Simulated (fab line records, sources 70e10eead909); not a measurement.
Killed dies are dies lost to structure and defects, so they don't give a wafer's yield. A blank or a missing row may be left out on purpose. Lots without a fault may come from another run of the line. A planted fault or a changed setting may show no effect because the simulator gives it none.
fab line records | flow nand_harc
record lots=12 wafers=36 last_day=25
route steps=1159 shown P_ZERO_WELL@16 P_GATE@156
lots that met no fault: from a run of the same line without faults
start_h: hours from the record's first day to the start of the lot's first wafer shown | wait_h: hours since the lot's step before | " the same as in the row above | L1.1+2: a row that stands for several wafers | - no value, or no start given | * or withheld: withheld | < > ~ a bound
route shown NAME@n: a module of which the file shows steps, and the number in the route of the first | usual: mean/standard deviation of fault-free wafers | same: alike in all rows | chamber/n: place in a boat | sites: the reading at each site | _std_site: their standard deviation | _edge_site: outer sites' mean less inner sites' | radius_mm: how far each site lies from the wafer's centre | mask NAME#n: copy n | behind: the tool/chamber that last shaped the wafer | hold: why the lot was held/for how many hours/how that ended | device: the transistor (n, p or np) that didn't switch | end of line: the same wafers' tests at the end of the route | a step without rows: its recipe alone | killed: dies lost to structure and defects at the first sort, not the wafer's yield | map: a wafer's dies, x killed, . not, _ none there
set.NAME: the setting as run; set.NAME@STEP: as run at that earlier step | model.NAME: the simulator's own value behind a step, which no gauge read
steps of the route over a sample of lots; a table a step, a row a wafer
services: from which hour (start_h, from the record's first day; less than 0 if before it) a tool's chamber was out of use, for how many hours, and why
## steps
# step NHARC_P_ZERO_WELL_DESCUM_13
# recipe time_s=3 o2_flow_sccm=200 ar_flow_sccm=0 bias_power_w=0 chemistry=O2
# usual drypump_motor_current_A=5.8/0.57 oes_product_au=1.002/0.0093 rf_vpp_V=57.9/0.87 showerhead_plenum_p_Torr=1.94/0.07 throttle_valve_pct=11.311/0.01
# same bias_power_w=0
# columns lot.wafer tool chamber start_h wait_h drypump_motor_current_A oes_product_au rf_hours_counter_h rf_vpp_V showerhead_plenum_p_Torr throttle_valve_pct
L766.2 rie_diel-10 3 13.28 - 6.8 1.002 1 58.3 1.85 11.330
L766.3 " 0 " " 5.7 0.998 0 57.4 1.90 11.306
L766.4 " 1 " " 5.3 1.000 0 60.0 1.95 11.293
L769.2 rie_diel-06 1 31.39 - 4.8 0.999 7 58.5 1.95 11.305
L769.4 " 2 " " 5.7 1.004 7 57.9 1.85 11.310
L769.6 " 2 " " 5.7 1.005 - 57.4 1.85 11.318
L772.3 rie_diel-05 0 49.41 - 5.6 1.026 3 56.7 1.88 11.302
L772.2 " 3 " " 6.1 1.006 3 58.3 2.04 11.312
L772.6 " 1 " " 6.2 1.020 - 58.9 1.91 11.313
L773.3 rie_diel-05 2 55.41 - 5.2 0.999 4 56.3 2.04 11.306
L773.1 " 3 " " 6.1 1.003 4 57.3 2.04 11.320
L773.5 " 1 " " 6.2 1.003 - 57.7 1.91 11.316
L778.2 rie_diel-05 3 85.28 - 6.2 0.993 5 57.8 2.04 11.310
L778.1 " 1 " " 6.2 1.000 6 58.6 1.91 11.307
L778.6 " 3 " " 6.2 0.993 - 57.1 2.04 11.329
L781.3 rie_diel-10 2 103.41 - 5.1 0.993 9 57.0 1.90 11.313
L781.1 " 0 " " 5.6 0.996 9 57.0 1.90 11.304
L781.6 " 2 " " 5.1 0.986 - 57.0 1.90 11.320
L782.4 rie_diel-10 0 109.40 - 5.6 0.991 9 58.5 1.90 11.285
L782.3 " 3 " " 6.8 0.993 10 58.1 1.85 11.307
L782.6 " 1 " " 5.3 0.993 - 57.6 1.95 11.304
L783.3 rie_diel-10 0 115.40 - 5.6 1.000 9 57.2 1.89 11.303
L783.5 " 3 " " 6.8 0.991 - 57.1 1.85 11.313
L783.6 " 0 " " 5.6 1.000 - 58.2 1.89 11.304
L785.3 rie_diel-06 0 127.43 - 6.4 0.997 4 57.6 1.98 11.301
L785.2 " 2 " " 5.8 1.006 3 58.0 1.85 11.315
L785.6 " 1 " " 4.8 1.011 - 57.1 1.95 11.309
L786.1 rie_diel-06 0 133.57 - 6.3 1.006 4 57.5 1.98 11.343
L786.2 " 1 " " 4.8 1.010 4 58.1 1.95 11.300
L786.3 " 2 " " 5.7 1.001 3 57.1 1.85 11.309
L788.2 rie_diel-05 3 145.41 - 6.1 1.002 9 59.4 2.04 11.302
L788.1 " 1 " " 6.2 1.006 9 57.6 1.91 11.300
L788.3 " 2 " " 5.2 0.997 9 57.6 2.04 11.287
L789.3 rie_diel-10 3 151.42 - 6.8 0.992 13 58.4 1.85 11.325
L789.2 " 0 " " 5.6 1.009 12 57.8 1.89 11.314
L789.6 " 2 " " 5.1 0.994 - 59.1 1.90 11.296
# step NHARC_P_ZERO_WELL_STRIP_56
# recipe time_s=840 temp_c=130 chemistry=SPM
# usual bath_guard_temp_C=130.0/0.49 bath_heat_duty_pct=15.0/1.5
# columns lot.wafer tool chamber start_h wait_h bath_guard_temp_C bath_heat_duty_pct
L766.4 wet_bench-06 5 18.50 0.1 130.3 16.8
L766.3 " 7 " " 130.8 12.0
L766.2 " 1 " " 129.7 18.9
L769.4 wet_bench-02 0 36.47 0.1 129.4 14.6
L769.2 " 1 " " 129.8 14.3
L769.6 " 3 " " 130.2 15.6
L772.6 wet_bench-02 4 54.65 0.0 - -
L772.3 " 5 " " - -
L772.2 " 7 " " - -
L773.5 wet_bench-02 2 60.43 0.1 - -
L773.3 " 4 " " - -
L773.1 " 5 " " - -
L778.1 wet_bench-06 2 90.38 0.2 129.4 18.2
L778.2 " 6 " " 130.2 15.4
L778.6 " 7 " " 130.8 13.7
L781.1 wet_bench-09 3 108.32 0.2 130.6 16.5
L781.6 " 4 " " 130.5 16.0
L781.3 " 6 " " 130.1 15.4
L782.4 wet_bench-02 4 114.23 0.1 129.2 16.2
L782.3 " 7 " " 129.6 14.4
L782.6 " 1 " " 129.7 14.4
L783.5 wet_bench-02 2 120.47 0.1 130.2 14.5
L783.6 " 5 " " 129.4 13.3
L783.3 " 6 " " 129.3 16.7
L785.2 wet_bench-02 0 132.50 0.2 129.3 12.6
L785.6 " 2 " " 130.4 13.9
L785.3 " 3 " " 130.3 15.0
L786.3 wet_bench-02 4 138.60 0.1 129.7 16.4
L786.1 " 6 " " 129.3 15.6
L786.2 " 0 " " 129.5 13.0
L788.3 wet_bench-09 5 150.63 0.1 130.6 16.9
L788.2 " 6 " " 129.9 14.0
L788.1 " 1 " " 130.0 14.9
L789.3 wet_bench-06 2 156.61 0.1 129.4 17.4
L789.6 " 3 " " 130.6 14.5
L789.2 " 4 " " 129.9 14.2
# step NHARC_P_GATE_ETCHBACK_37
# recipe target_depth_a=345 time_s=17.2 chf3_flow_sccm=50 o2_flow_sccm=10 ar_flow_sccm=200 rf_w=500 bias_w=200 chemistry=CHF3/O2
# usual chf3_flow_sccm=50.02/0.12 drypump_motor_current_A=5.98/0.21 oes_product_au=0.937/0.028 rf_vpp_V=370.7/2.4 showerhead_plenum_p_Torr=2.40/0.1 throttle_valve_pct=20.573/0.0095
# columns lot.wafer tool chamber start_h wait_h chf3_flow_sccm drypump_motor_current_A oes_product_au rf_hours_counter_h rf_vpp_V showerhead_plenum_p_Torr throttle_valve_pct
L766.2 rie_diel-02 3 - - 49.88 6.03 0.994 23 368.6 2.33 20.576
L766.3 " 1 " " 49.98 6.26 0.995 26 376.0 2.55 20.578
L766.4 " 3 " " 49.79 6.02 0.988 - 368.6 2.33 20.575
L769.2 rie_diel-02 3 - - 50.00 5.96 0.920 25 367.5 2.33 20.560
L769.4 " 2 " " 50.07 6.02 0.928 - 370.7 2.34 20.581
L769.6 " 3 " " 49.94 6.00 0.927 - 369.5 2.33 20.575
L772.3 rie_diel-12 2 - - 49.86 5.60 0.918 37 370.4 2.40 20.585
L772.2 " 0 " " 50.16 6.12 0.933 35 370.7 2.43 20.581
L772.6 " 1 " " 50.21 5.81 0.937 - 369.6 2.28 20.587
L773.1 rie_diel-02 1 - - 49.80 6.24 0.921 34 374.2 2.54 20.563
L773.3 " 2 " " 50.06 6.05 0.927 29 369.4 2.34 20.592
L773.5 " 3 " " 49.96 6.03 0.919 - 369.6 2.33 20.577
L778.1 rie_diel-01 0 - - 50.19 5.68 0.928 13 368.8 2.27 20.566
L778.2 " 3 " " 49.95 5.60 0.915 14 372.8 2.59 20.571
L778.6 " 0 " " 50.26 5.72 0.931 - 367.1 2.27 20.571
L781.3 rie_diel-12 0 - - 49.83 6.13 0.927 55 371.9 2.42 20.573
L781.1 " 1 " " 49.89 5.79 0.926 59 368.4 2.28 20.575
L781.6 " 0 " " 49.92 6.15 0.928 - 371.1 2.42 20.578
L782.3 rie_diel-01 3 - - 50.15 5.59 0.935 18 374.2 2.59 20.564
L782.4 " 1 " " 50.05 6.10 0.919 22 374.6 2.51 20.575
L782.6 " 3 " " 50.04 5.59 0.927 - 373.1 2.59 20.562
L783.3 rie_diel-02 1 - - 49.86 6.24 0.931 7 373.1 2.54 20.589
L783.5 " 1 " " 49.99 6.22 0.929 - 372.9 2.54 20.560
L783.6 " 2 " " 50.11 6.05 0.921 - 370.2 2.34 20.570
L785.3 rie_diel-02 3 - - 49.97 6.01 0.920 8 369.4 2.33 20.575
L785.2 " 0 " " 50.16 6.01 0.923 8 370.5 2.38 20.576
L785.6 " 2 " " 49.81 6.04 0.929 - 371.5 2.34 20.573
L786.3 rie_diel-01 1 - - 50.06 6.11 0.931 27 373.8 2.51 20.567
L786.2 " 2 " " 49.93 5.69 0.922 26 367.8 2.27 20.568
L786.1 " 3 " " 49.96 5.54 0.934 23 373.6 2.59 20.569
L788.2 rie_diel-12 0 - - 50.22 6.11 0.925 4 370.8 2.42 20.559
L788.1 " 1 " " 49.84 5.78 0.930 5 367.5 2.27 20.570
L788.3 " 2 " " 50.27 5.56 0.916 5 371.9 2.39 20.568
L789.2 rie_diel-02 3 - - 49.85 6.00 0.911 12 370.6 2.33 20.555
L789.3 " 0 " " 50.03 6.00 0.925 12 369.0 2.37 20.570
L789.6 " 0 " " 49.83 6.01 0.920 - 369.9 2.38 20.588
# step NHARC_P_GATE_STRIP_112
# recipe power_w=1500 temp_c=110 time_s=200 chemistry=N2/H2
# usual drypump_motor_current_A=5.7/0.49 heater_power_w=94/13
# columns lot.wafer tool chamber start_h wait_h drypump_motor_current_A heater_power_w rf_hours_counter_h
L766.2 plasma_asher-01 0 113.10 0.2 5.7 86 1
L766.4 " 1 " " 5.0 116 -
L766.3 " 0 " " 5.7 88 -
L769.2 plasma_asher-01 0 119.78 0.2 5.7 86 4
L769.4 " 0 " " 5.7 86 -
L769.6 " 1 " " 5.0 113 -
L772.2 plasma_asher-02 0 141.62 0.2 6.1 82 43
L772.3 " 1 " " 6.2 88 -
L772.6 " 1 " " 6.2 88 -
L773.1 plasma_asher-02 1 145.44 0.2 6.3 90 44
L773.3 " 0 " " 6.1 83 -
L773.5 " 0 " " 6.1 83 -
L778.2 plasma_asher-01 0 187.59 0.2 5.6 88 27
L778.1 " 1 " " 5.0 113 27
L778.6 " 0 " " 5.6 88 -
L781.1 plasma_asher-01 1 196.13 0.2 4.9 115 32
L781.3 " 0 " " 5.7 87 -
L781.6 " 1 " " 4.9 114 -
L782.3 plasma_asher-01 1 202.80 0.2 5.0 115 -
L782.4 " 0 " " 5.6 86 -
L782.6 " 0 " " 5.6 89 -
L783.3 plasma_asher-01 1 212.91 0.2 5.0 113 -
L783.5 " 1 " " 5.0 113 -
L783.6 " 0 " " 5.6 87 -
L785.2 plasma_asher-02 1 213.32 0.2 6.2 90 6
L785.3 " 0 " " 6.1 81 -
L785.6 " 1 " " 6.2 91 -
L786.1 plasma_asher-02 0 223.78 0.2 6.1 82 9
L786.2 " 1 " " 6.2 90 9
L786.3 " 0 " " 6.1 86 -
L788.2 plasma_asher-02 1 231.11 0.3 6.2 89 12
L788.1 " 0 " " 6.1 83 12
L788.3 " 0 " " 6.1 85 -
L789.2 plasma_asher-02 1 236.92 0.2 6.2 93 15
L789.3 " 1 " " 6.2 90 -
L789.6 " 1 " " 6.2 90 -
## services
# columns tool chamber start_h hours kind
rie_diel-02 2 -2.37 21.0 repair
plasma_asher-02 - -2.29 1.3 repair
rie_diel-10 - -0.50 9.0 pm
wet_bench-02 - 4.00 8.0 pm
plasma_asher-02 - 6.00 9.0 pm
rie_diel-06 3 6.99 20.7 repair
rie_diel-01 1 10.28 2.5 repair
rie_diel-12 - 25.40 9.0 pm
rie_diel-02 - 35.86 0.4 repair
rie_diel-05 2 58.96 4.0 repair
plasma_asher-02 - 83.04 0.8 repair
rie_diel-02 0 87.14 44.0 repair
plasma_asher-01 - 99.00 9.0 pm
plasma_asher-01 - 110.03 0.9 repair
plasma_asher-02 - 116.86 1.7 repair
rie_diel-02 1 118.07 3.5 repair
rie_diel-05 1 133.10 7.0 repair
rie_diel-02 - 150.70 9.0 pm
rie_diel-05 - 163.62 9.0 pm
rie_diel-10 - 176.50 9.0 pm
wet_bench-02 - 180.00 8.0 pm
plasma_asher-02 - 183.76 9.0 pm
plasma_asher-02 - 217.51 1.1 repair
rie_diel-10 1 232.25 12.3 repair
## key
first_sign step=NHARC_P_ZERO_WELL_STRIP_56 reading=tool_record direction=missing
effect none on later readings
met_at NHARC_P_ZERO_WELL_STRIP_56
struck_lots L772,L773
tester_left_out L772,L773
not_acting_at NHARC_P_ZERO_WELL_DESCUM_13,NHARC_P_GATE_ETCHBACK_37,NHARC_P_GATE_STRIP_112
onset_between 36.47 54.65
fault kind=skipped_step_whole tool=wet_bench-02 chamber=- onset_h=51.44 steps=NHARC_P_ZERO_WELL_STRIP_56 scope=struck_lots_only
# tester_left_out: of these lots the tester's yield and bins aren't shown, on N5 and GAA mostly nor the transistor test; their killed dies are dies lost to structure and defects alone, not to doping, threshold or leakage, so they don't give the yield
